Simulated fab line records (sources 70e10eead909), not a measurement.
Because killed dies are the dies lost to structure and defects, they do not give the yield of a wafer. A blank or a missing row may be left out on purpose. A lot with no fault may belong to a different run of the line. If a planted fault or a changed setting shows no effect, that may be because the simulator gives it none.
Which tool did it? | flow nand harc | 24 lots, 72 wafers sampled, at 6 steps of a route of 1302

== WHAT THE GAUGES READ, wafer by wafer ==
Not one reading of a measure or inspect step in the record can be checked against a usual standard deviation.

== WHICH TOOL RAN EACH LOT (tool, then ch and the chambers of the sampled wafers, then the start) ==
lot  | NHARC_A_STAIRCASE_ETCH_15                     | NHARC_A_STAIRCASE_ETCH_23                     | NHARC_A_STAIRCASE_DESCUM_270       | NHARC_A_STAIRCASE_HM_OPEN_460                 | NHARC_A_STAIRCASE_STRIP_476        | NHARC_A_STAIRCASE_DEP_322
L075 | rie diel-04 ch 0,3, day 16 08:44 or earlier   | rie diel-04 ch 0,1,3, day 16 08:44 or earlier | rie diel-04 ch 0,1, day 16 08:44   | rie diel-13 ch 0,1, day 17 09:02 or earlier   | rie diel-13 ch 0,1,2, day 17 09:02 | pecvd-01 ch 0,2, day 18 04:53
L074 | rie diel-02 ch 1,3, day 16 14:29 or earlier   | rie diel-02 ch 0,2,3, day 16 14:29 or earlier | rie diel-02 ch 1,3, day 16 14:29   | rie diel-02 ch 1,2, day 17 16:26 or earlier   | rie diel-04 ch 0,1,2, day 17 16:26 | pecvd-03 ch 0,1,2, day 18 11:30
L076 | rie diel-13 ch 0,1,2, day 17 05:28 or earlier | rie diel-13 ch 0,1,2, day 17 05:28 or earlier | rie diel-02 ch 0,2,3, day 17 05:28 | rie diel-13 ch 0,1, day 17 12:27              | rie diel-13 ch 0,1,3, day 17 21:53 | pecvd-01 ch 0,1,2, day 18 16:58
L077 | rie diel-13 ch 0,1,3, day 17 22:47 or earlier | rie diel-04 ch 2,3, day 17 22:47 or earlier   | rie diel-02 ch 0,1, day 17 22:47   | rie diel-02 ch 0,1,3, day 18 17:38 or earlier | rie diel-13 ch 0,1,3, day 18 17:38 | pecvd-01 ch 1,2, day 19 14:58
L078 | rie diel-04 ch 0,1,3, day 18 05:47 or earlier | rie diel-04 ch 1,3, day 18 05:47 or earlier   | rie diel-04 ch 1,3, day 18 05:47   | rie diel-04 ch 1,2, day 18 21:05 or earlier   | rie diel-02 ch 0,2,3, day 18 21:05 | pecvd-04 ch 1,2, day 19 14:57
L079 | rie diel-13 ch 0,2, day 18 19:38 or earlier   | rie diel-04 ch 0,1,3, day 18 19:38 or earlier | rie diel-13 ch 0,1,3, day 18 19:38 | rie diel-02 ch 1,2,3, day 19 14:29 or earlier | rie diel-13 ch 0,1,2, day 19 14:29 | pecvd-04 ch 0,2, day 20 10:13
L080 | rie diel-13 ch 2,3, day 18 21:34 or earlier   | rie diel-13 ch 0,3, day 18 21:34 or earlier   | rie diel-04 ch 0,1,3, day 18 21:34 | rie diel-04 ch 1,2,3, day 19 17:01 or earlier | rie diel-13 ch 0,1,2, day 19 17:01 | pecvd-03 ch 0,1,2, day 20 10:30
L082 | rie diel-13 ch 1,3, day 19 18:10 or earlier   | rie diel-13 ch 0,3, day 19 18:10 or earlier   | rie diel-13 ch 2,3, day 19 18:10   | rie diel-13 ch 0,1,3, day 20 12:29 or earlier | rie diel-13 ch 0,1,3, day 20 12:29 | pecvd-01 ch 0,2, day 21 10:47
L081 | rie diel-13 ch 0,2, day 20 04:13 or earlier   | rie diel-02 ch 1,3, day 20 04:13 or earlier   | rie diel-13 ch 0,1,3, day 20 04:13 | rie diel-02 ch 1,2, day 20 21:58 or earlier   | rie diel-04 ch 1,2,3, day 20 21:58 | pecvd-04 ch 0,1,2, day 21 16:19
L083 | rie diel-13 ch 0,1,2, day 20 08:44 or earlier | rie diel-02 ch 0,1,2, day 20 08:44 or earlier | rie diel-02 ch 0,2,3, day 20 08:44 | rie diel-13 ch 2,3, day 20 23:44 or earlier   | rie diel-04 ch 0,3, day 20 23:44   | pecvd-03 ch 1,2, day 21 16:07
L084 | rie diel-13 ch 0,1, day 20 23:28 or earlier   | rie diel-02 ch 1,2,3, day 20 23:28 or earlier | rie diel-02 ch 0,3, day 20 23:28   | rie diel-02 ch 2,3, day 21 17:46 or earlier   | rie diel-02 ch 0,1, day 21 17:46   | pecvd-03 ch 0,1,2, day 22 14:25
L085 | rie diel-04 ch 0,3, day 21 05:33 or earlier   | rie diel-13 ch 0,1, day 21 05:33 or earlier   | rie diel-04 ch 0,2,3, day 21 05:33 | rie diel-04 ch 1,3, day 22 00:58 or earlier   | rie diel-02 ch 2,3, day 22 00:58   | pecvd-01 ch 0,1,2, day 22 20:49
L086 | rie diel-13 ch 0,1,2, day 21 11:08 or earlier | rie diel-13 ch 2,3, day 21 11:08 or earlier   | rie diel-13 ch 1,2,3, day 21 11:08 | rie diel-04 ch 1,2, day 22 06:54 or earlier   | rie diel-02 ch 0,1, day 22 06:54   | pecvd-03 ch 0,1, day 23 02:02
L087 | rie diel-04 ch 0,3, day 21 13:38 or earlier   | rie diel-04 ch 0,3, day 21 13:38 or earlier   | rie diel-02 ch 0,3, day 21 13:38   | rie diel-02 ch 0,1, day 22 09:32 or earlier   | rie diel-04 ch 0,2,3, day 22 09:32 | pecvd-04 ch 0,1,2, day 23 07:51
L089 | rie diel-13 ch 1,2, day 22 09:13 or earlier   | rie diel-13 ch 0,2,3, day 22 09:13 or earlier | rie diel-13 ch 0,1,3, day 22 09:13 | rie diel-04 ch 2,3, day 22 15:51              | rie diel-04 ch 0,3, day 23 00:44   | pecvd-01 ch 0,1,2, day 23 22:41
L088 | rie diel-02 ch 1,2,3, day 22 12:25 or earlier | rie diel-04 ch 0,1,2, day 22 12:25 or earlier | rie diel-13 ch 1,2,3, day 22 12:25 | rie diel-02 ch 1,2,3, day 23 05:25 or earlier | rie diel-13 ch 0,1,2, day 23 05:25 | pecvd-04 ch 0,1,2, day 23 22:41
L091 | rie diel-13 ch 0,1,2, day 23 06:56 or earlier | rie diel-02 ch 0,2,3, day 23 06:56 or earlier | rie diel-13 ch 1,2, day 23 06:56   | rie diel-04 ch 1,2, day 23 23:28 or earlier   | rie diel-02 ch 0,2,3, day 23 23:28 | pecvd-01 ch 1,2, day 24 19:17
L090 | rie diel-02 ch 1,2,3, day 23 17:49 or earlier | rie diel-04 ch 1,3, day 23 17:49 or earlier   | rie diel-04 ch 0,3, day 23 17:49   | rie diel-02 ch 1,2, day 24 09:54 or earlier   | rie diel-04 ch 0,1,2, day 24 09:54 | pecvd-04 ch 0,1,2, day 25 06:25
L092 | rie diel-02 ch 0,1,2, day 23 15:50 or earlier | rie diel-04 ch 0,1,3, day 23 15:50 or earlier | rie diel-13 ch 1,2,3, day 23 15:50 | rie diel-13 ch 0,1,2, day 24 07:35 or earlier | rie diel-02 ch 0,1,2, day 24 07:35 | pecvd-03 ch 0,1,2, day 25 06:25
L093 | rie diel-13 ch 0,3, day 24 01:30 or earlier   | rie diel-13 ch 0,1,2, day 24 01:30 or earlier | rie diel-04 ch 0,1,3, day 24 01:30 | rie diel-13 ch 0,1,2, day 24 17:46 or earlier | rie diel-02 ch 0,1,3, day 24 17:46 | pecvd-01 ch 0,1,2, day 25 17:52
L094 | rie diel-13 ch 0,1,2, day 24 23:06 or earlier | rie diel-13 ch 0,2, day 24 23:06 or earlier   | rie diel-13 ch 0,3, day 24 23:06   | rie diel-13 ch 0,2,3, day 25 14:40 or earlier | rie diel-02 ch 1,3, day 25 14:40   | pecvd-03 ch 0,2, day 26 09:43
L096 | rie diel-04 ch 1,2,3, day 25 14:19 or earlier | rie diel-04 ch 1,3, day 25 14:19 or earlier   | rie diel-04 ch 1,2, day 25 14:19   | rie diel-04 ch 1,2,3, day 26 07:17 or earlier | rie diel-02 ch 0,2, day 26 07:17   | pecvd-04 ch 0,1, day 27 02:34
L095 | rie diel-13 ch 0,1,3, day 25 14:57 or earlier | rie diel-13 ch 0,2,3, day 25 14:57 or earlier | rie diel-02 ch 1,2,3, day 25 14:57 | rie diel-02 ch 0,2,3, day 26 07:20 or earlier | rie diel-02 ch 0,3, day 26 07:20   | pecvd-01 ch 1,2, day 27 02:34
L097 | rie diel-13 ch 1,2,3, day 25 19:18 or earlier | rie diel-13 ch 1,2,3, day 25 19:18 or earlier | rie diel-13 ch 1,2,3, day 25 19:18 | rie diel-04 ch 2,3, day 26 18:25 or earlier   | rie diel-13 ch 1,3, day 26 18:25   | pecvd-01 ch 1,2, day 27 18:19
- NHARC_A_STAIRCASE_ETCH_15: etches the open film in C4F8/O2, target depth 100 nm, time 40.5 s.
- NHARC_A_STAIRCASE_ETCH_23: etches the open film in C4F8/O2, target depth 100 nm, time 40.5 s.
- NHARC_A_STAIRCASE_DESCUM_270: chemistry O2, time 3 s.
- NHARC_A_STAIRCASE_HM_OPEN_460: chemistry O2/COS.
- NHARC_A_STAIRCASE_STRIP_476: strips in O2, time 20 s.
- NHARC_A_STAIRCASE_DEP_322: deposits SiO2, target thk 7200 nm.

== WHAT THE TOOLS THEMSELVES READ (means of the sampled wafers that have a number; where no wafer has one, the mark that the record gives instead) ==
NHARC_A_STAIRCASE_ETCH_15.
lot  | tool        | oes product au (a.u.) | rf vpp V (V)
L075 | rie diel-04 | 0.953                 | 899
L074 | rie diel-02 | 0.959                 | 894
L076 | rie diel-13 | 0.947                 | 897
L077 | rie diel-13 | 0.934                 | 898
L078 | rie diel-04 | 0.954                 | 900
L079 | rie diel-13 | 0.938                 | 892
L080 | rie diel-13 | 0.931                 | 892
L082 | rie diel-13 | 0.934                 | 898
L081 | rie diel-13 | 0.953                 | 893
L083 | rie diel-13 | 0.951                 | 896
L084 | rie diel-13 | 0.935                 | 901
L085 | rie diel-04 | 0.941                 | 900
L086 | rie diel-13 | 0.933                 | 896
L087 | rie diel-04 | 0.954                 | 899
L089 | rie diel-13 | 0.956                 | 899
L088 | rie diel-02 | 0.950                 | 895
L091 | rie diel-13 | 0.953                 | 896
L090 | rie diel-02 | 0.949                 | 895
L092 | rie diel-02 | 0.946                 | 899
L093 | rie diel-13 | 0.944                 | 896
L094 | rie diel-13 | 0.955                 | 896
L096 | rie diel-04 | 0.947                 | 898
L095 | rie diel-13 | 0.938                 | 897
L097 | rie diel-13 | 0.934                 | 895

NHARC_A_STAIRCASE_ETCH_23.
lot  | tool        | oes product au (a.u.) | rf vpp V (V)
L075 | rie diel-04 | 0.948                 | 901
L074 | rie diel-02 | 0.959                 | 902
L076 | rie diel-13 | 0.947                 | 897
L077 | rie diel-04 | 0.968                 | 900
L078 | rie diel-04 | 0.946                 | 899
L079 | rie diel-04 | 0.938                 | 900
L080 | rie diel-13 | 0.948                 | 895
L082 | rie diel-13 | 0.920                 | 896
L081 | rie diel-02 | 0.954                 | 890
L083 | rie diel-02 | 0.947                 | 899
L084 | rie diel-02 | 0.947                 | 896
L085 | rie diel-13 | 0.957                 | 898
L086 | rie diel-13 | 0.955                 | 892
L087 | rie diel-04 | 0.963                 | 900
L089 | rie diel-13 | 0.955                 | 894
L088 | rie diel-04 | 0.961                 | 899
L091 | rie diel-02 | 0.946                 | 900
L090 | rie diel-04 | 0.939                 | 900
L092 | rie diel-04 | 0.962                 | 899
L093 | rie diel-13 | 0.955                 | 896
L094 | rie diel-13 | 0.944                 | 892
L096 | rie diel-04 | 0.945                 | 899
L095 | rie diel-13 | 0.934                 | 892
L097 | rie diel-13 | 0.941                 | 895

NHARC_A_STAIRCASE_DESCUM_270.
lot  | tool        | drypump motor current A (A) | oes product au (a.u.) | rf vpp V (V) | showerhead plenum p Torr (Torr) | throttle valve pct (%)
L075 | rie diel-04 | 5.8                         | 1.010                 | 58.0         | 1.98                            | 11.316
L074 | rie diel-02 | 6.6                         | 1.000                 | 58.4         | 1.84                            | 11.318
L076 | rie diel-02 | 6.4                         | 1.011                 | 57.7         | 2.00                            | 11.313
L077 | rie diel-02 | 6.6                         | 0.999                 | 58.3         | 1.97                            | 11.314
L078 | rie diel-04 | 5.7                         | 1.010                 | 57.6         | 1.98                            | 11.307
L079 | rie diel-13 | 5.9                         | 0.987                 | 58.2         | 1.95                            | 11.312
L080 | rie diel-04 | 5.8                         | 0.999                 | 58.0         | 1.98                            | 11.303
L082 | rie diel-13 | 5.7                         | 0.998                 | 58.4         | 1.87                            | 11.310
L081 | rie diel-13 | 5.9                         | 0.995                 | 58.3         | 1.95                            | 11.324
L083 | rie diel-02 | 6.5                         | 1.011                 | 58.3         | 1.99                            | 11.318
L084 | rie diel-02 | 6.7                         | 1.010                 | 57.5         | 1.95                            | 11.310
L085 | rie diel-04 | 5.5                         | 1.011                 | 57.2         | 1.95                            | 11.307
L086 | rie diel-13 | 5.8                         | 1.003                 | 58.0         | 1.91                            | 11.301
L087 | rie diel-02 | 6.7                         | 1.021                 | 57.4         | 1.95                            | 11.300
L089 | rie diel-13 | 5.9                         | 0.988                 | 57.4         | 1.94                            | 11.312
L088 | rie diel-13 | 5.8                         | 1.003                 | 57.8         | 1.91                            | 11.306
L091 | rie diel-13 | 6.0                         | 1.004                 | 57.6         | 1.96                            | 11.301
L090 | rie diel-04 | 5.8                         | 1.020                 | 57.9         | 1.96                            | 11.310
L092 | rie diel-13 | 5.8                         | 0.994                 | 57.4         | 1.91                            | 11.311
L093 | rie diel-04 | 5.8                         | 1.012                 | 58.1         | 1.96                            | 11.314
L094 | rie diel-13 | 5.5                         | 0.991                 | 56.8         | 1.89                            | 11.321
L096 | rie diel-04 | 5.3                         | 1.022                 | 57.8         | 1.93                            | 11.307
L095 | rie diel-02 | 6.4                         | 0.995                 | 58.2         | 1.89                            | 11.314
L097 | rie diel-13 | 5.8                         | 0.998                 | 57.4         | 1.90                            | 11.316

NHARC_A_STAIRCASE_HM_OPEN_460.
lot  | tool        | drypump motor current A (A) | oes product au (a.u.) | rf vpp V (V) | showerhead plenum p Torr (Torr) | throttle valve pct (%)
L075 | rie diel-13 | 5.7                         | 1.003                 | 468.6        | 3.19                            | 28.326
L074 | rie diel-02 | 6.4                         | 0.991                 | 467.1        | 3.06                            | 28.325
L076 | rie diel-13 | 5.7                         | 1.000                 | 468.5        | 3.19                            | 28.330
L077 | rie diel-02 | 6.7                         | 0.997                 | 467.6        | 3.13                            | 28.325
L078 | rie diel-04 | 5.5                         | 1.010                 | 468.5        | 3.19                            | 28.327
L079 | rie diel-02 | 6.4                         | 0.998                 | 467.4        | 3.11                            | 28.331
L080 | rie diel-04 | 5.5                         | 1.011                 | 468.2        | 3.20                            | 28.332
L082 | rie diel-13 | 5.9                         | 0.995                 | 468.3        | 3.18                            | 28.336
L081 | rie diel-02 | 6.4                         | 0.990                 | 466.0        | 3.06                            | 28.335
L083 | rie diel-13 | 5.3                         | 1.005                 | 465.2        | 3.01                            | 28.326
L084 | rie diel-02 | 6.2                         | 1.006                 | 470.3        | 3.22                            | 28.327
L085 | rie diel-04 | 5.8                         | 1.008                 | 469.0        | 3.22                            | 28.326
L086 | rie diel-04 | 5.6                         | 1.002                 | 468.7        | 3.18                            | 28.327
L087 | rie diel-02 | 6.6                         | 0.997                 | 468.1        | 3.20                            | 28.332
L089 | rie diel-04 | 5.2                         | 1.012                 | 468.6        | 3.16                            | 28.327
L088 | rie diel-02 | 6.4                         | 1.014                 | 466.7        | 3.10                            | 28.329
L091 | rie diel-04 | 5.6                         | 1.006                 | 468.2        | 3.18                            | 28.328
L090 | rie diel-02 | 6.4                         | 0.996                 | 466.8        | 3.04                            | 28.323
L092 | rie diel-13 | 5.6                         | 1.000                 | 466.1        | 3.12                            | 28.330
L093 | rie diel-13 | 5.6                         | 0.998                 | 467.0        | 3.12                            | 28.336
L094 | rie diel-13 | 5.4                         | 1.000                 | 466.4        | 3.04                            | 28.330
L096 | rie diel-04 | 5.5                         | 1.013                 | 468.1        | 3.17                            | 28.323
L095 | rie diel-02 | 6.5                         | 1.000                 | 469.2        | 3.22                            | 28.328
L097 | rie diel-04 | 5.2                         | 1.003                 | 467.9        | 3.15                            | 28.336

NHARC_A_STAIRCASE_STRIP_476.
lot  | tool        | drypump motor current A (A) | oes product au (a.u.) | rf vpp V (V) | showerhead plenum p Torr (Torr) | throttle valve pct (%)
L075 | rie diel-13 | 5.6                         | 1.002                 | 58.1         | 3.55                            | 17.026
L074 | rie diel-04 | 5.6                         | 1.001                 | 58.0         | 3.61                            | 17.047
L076 | rie diel-13 | 5.9                         | 0.991                 | 58.4         | 3.60                            | 17.033
L077 | rie diel-13 | 6.0                         | 0.982                 | 57.8         | 3.59                            | 17.036
L078 | rie diel-02 | 6.5                         | 0.999                 | 57.7         | 3.67                            | 17.041
L079 | rie diel-13 | 5.6                         | 1.002                 | 57.9         | 3.54                            | 17.033
L080 | rie diel-13 | 5.6                         | 0.997                 | 57.0         | 3.54                            | 17.037
L082 | rie diel-13 | 6.0                         | 0.998                 | 58.0         | 3.59                            | 17.032
L081 | rie diel-04 | 5.5                         | 0.998                 | 58.6         | 3.61                            | 17.035
L083 | rie diel-04 | 5.7                         | 1.006                 | 58.2         | 3.63                            | 17.042
L084 | rie diel-02 | 6.6                         | 0.994                 | 58.2         | 3.61                            | 17.039
L085 | rie diel-02 | 6.5                         | 1.017                 | 58.4         | 3.57                            | 17.039
L086 | rie diel-02 | 6.6                         | 0.991                 | 57.6         | 3.46                            | 17.036
L087 | rie diel-04 | 5.5                         | 1.012                 | 57.6         | 3.59                            | 17.043
L089 | rie diel-04 | 5.7                         | 1.018                 | 58.5         | 3.62                            | 17.043
L088 | rie diel-13 | 5.6                         | 1.006                 | 57.4         | 3.53                            | 17.034
L091 | rie diel-02 | 6.5                         | 1.011                 | 57.9         | 3.64                            | 17.044
L090 | rie diel-04 | 5.6                         | 1.028                 | 57.4         | 3.58                            | 17.046
L092 | rie diel-02 | 6.5                         | 0.996                 | 58.3         | 3.58                            | 17.029
L093 | rie diel-02 | 6.6                         | 1.007                 | 57.5         | 3.51                            | 17.039
L094 | rie diel-02 | 6.7                         | 0.994                 | 57.1         | 3.43                            | 17.032
L096 | rie diel-02 | 6.5                         | 1.000                 | 58.0         | 3.72                            | 17.034
L095 | rie diel-02 | 6.7                         | 0.993                 | 57.9         | 3.57                            | 17.042
L097 | rie diel-13 | 6.3                         | 1.002                 | 58.8         | 3.64                            | 17.029

NHARC_A_STAIRCASE_DEP_322.
lot  | tool     | heater power outer w (W) | heater power w (W)
L075 | pecvd-01 | 397                      | 713
L074 | pecvd-03 | 426                      | 716
L076 | pecvd-01 | 336                      | 600
L077 | pecvd-01 | 380                      | 680
L078 | pecvd-04 | 391                      | 652
L079 | pecvd-04 | 409                      | 657
L080 | pecvd-03 | 378                      | 641
L082 | pecvd-01 | 409                      | 701
L081 | pecvd-04 | 359                      | 612
L083 | pecvd-03 | 381                      | 656
L084 | pecvd-03 | 375                      | 643
L085 | pecvd-01 | 430                      | 735
L086 | pecvd-03 | 454                      | 738
L087 | pecvd-04 | 352                      | 593
L089 | pecvd-01 | 381                      | 684
L088 | pecvd-04 | 380                      | 650
L091 | pecvd-01 | 395                      | 706
L090 | pecvd-04 | 368                      | 616
L092 | pecvd-03 | 435                      | 720
L093 | pecvd-01 | 368                      | 662
L094 | pecvd-03 | 378                      | 650
L096 | pecvd-04 | 328                      | 582
L095 | pecvd-01 | 338                      | 639
L097 | pecvd-01 | 447                      | 796

== THE ANSWER, worked out from the rows above alone ==
Rule: what is usual is taken from the lots themselves. The widest of any qualifying gaps counts: lots, ordered by their means at a reading, are off when they make up no more than a third of the lots, leave a main group of 4 or more, and stand apart from it by 3 or more times the standard deviation of that group's means. A main group is skipped when, at the precision printed for the reading in the tables above, its means are all equal. A lot without any number at a reading at which 4 lots or more have one is off too. Where the step has rows for the other lots, those lots are counted as sound. Order of review: gauges by route order, followed by the tools' own readings, for which a lot's mean as printed above is used. At the first step where some lot is off, the reading lying furthest off is the one used; lots without a number count as furthest.
None of the lots is off at any reading shown; this tells nothing.

== WHAT THE SIMULATOR HAD INSERTED ==
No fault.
